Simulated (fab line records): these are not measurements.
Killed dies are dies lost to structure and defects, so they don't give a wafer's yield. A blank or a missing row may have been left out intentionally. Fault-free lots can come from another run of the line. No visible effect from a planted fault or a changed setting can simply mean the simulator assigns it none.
2 desks, one fault	flow nand_harc	only its own numbers are on each desk; what lay behind them is given at the end

## TOOL OWNER'S DESK, rie_diel-12
The tool's own readings at NHARC_P_M0_ETCH_15 (etches the open film in C4F8/Ar, target depth 150 nm, overetch 15 nm, time 82.5 s): means of the sampled wafers that have a number, for each lot that ran on this tool. If a lot's mean is further than 4 standard deviations from the usual mean, the lot is out of limits and carries the mark OUT (the distance appears in the brackets).
Columns: A = chamber_pressure_mTorr at NHARC_P_M0_ETCH_15, usual 25.003 mTorr; B = oes_product_au at NHARC_P_M0_ETCH_15, usual 0.951 a.u.; C = rf_vpp_V at NHARC_P_M0_ETCH_15, usual 441.0 V; D = run_length_s at NHARC_P_M0_ETCH_15, usual 103.8 s
lot	first seen here	A	B	C	D
L665	day 7 06:34	24.990	0.931	439.5	103.7
L671	day 10 00:19	25.013	0.978	438.9	95.4 (-18) OUT
L679	day 12 23:33	25.014	0.954	440.8	103.5
L680	day 13 17:48	24.994	0.955	439.5	103.8
L682	day 14 09:33	24.994	0.963	441.6	104.0
L685	day 15 10:41	25.019	0.946	439.9	103.7
This desk's verdict: out of limits on L671, starting with L671 at day 10 00:19 (run_length_s at NHARC_P_M0_ETCH_15). L665, L679, L680, L682, L685: within limits.

## THE METROLOGY DESK
What the gauges read, lot by lot, whatever tool the lot ran on: means of the sampled wafers that have a number. If a lot's mean is further than 4 standard deviations from the usual mean, the lot is out of limits and carries the mark OUT (the distance appears in the brackets).
Columns: A = overlay_x_nm at NHARC_P_M0_OVL_MEAS_10, usual 0.3 nm; B = overlay_y_nm at NHARC_P_M0_OVL_MEAS_10, usual 0.2 nm; C = cd_nm at NHARC_P_M0_CD_MEAS_16, usual 89.5 nm
lot	first seen here	A	B	C
L664	day 6 18:46	-0.6	0.9	89.9
L665	day 7 06:17	-0.2	0.3	89.1
L666	day 7 14:24	-2.2	0.1	89.6
L671	day 10 00:02	0.1	-0.5	90.1
L675	day 12 04:53	1.0	-0.9	88.6
L677	day 12 05:26	0.5	0.8	90.7
L676	day 12 07:51	1.2	0.0	88.4
L679	day 12 23:16	-0.1	0.0	88.9
L680	day 13 17:28	1.2	0.1	89.2
L682	day 14 09:14	0.8	-0.8	89.1
L683	day 14 17:28	1.5	-0.9	88.2
L684	day 15 06:37	0.2	-0.9	88.9
L685	day 15 10:18	0.2	2.1	90.3
Finding of this desk: none of the 13 lots has anything out of limits.

## ALL TOGETHER
The tool owner's desk had the chance to raise an alarm at day 10 00:19 on L671.
At the metrology desk, nothing out of limits was observed.
The metrology desk holds a record of L671, inside its limits.
Of the lots named, all ran NHARC_P_M0_ETCH_15 on rie_diel-12.

## WHAT THE SIMULATOR HAD INSERTED
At NHARC_P_M0_ETCH_15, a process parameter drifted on rie_diel-12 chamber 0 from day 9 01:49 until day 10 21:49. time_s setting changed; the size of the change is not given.
Shown lots that were struck: L671.
Time in hours from fault onset to the first out-of-limits reading at each desk: the tool owner's desk, 22.
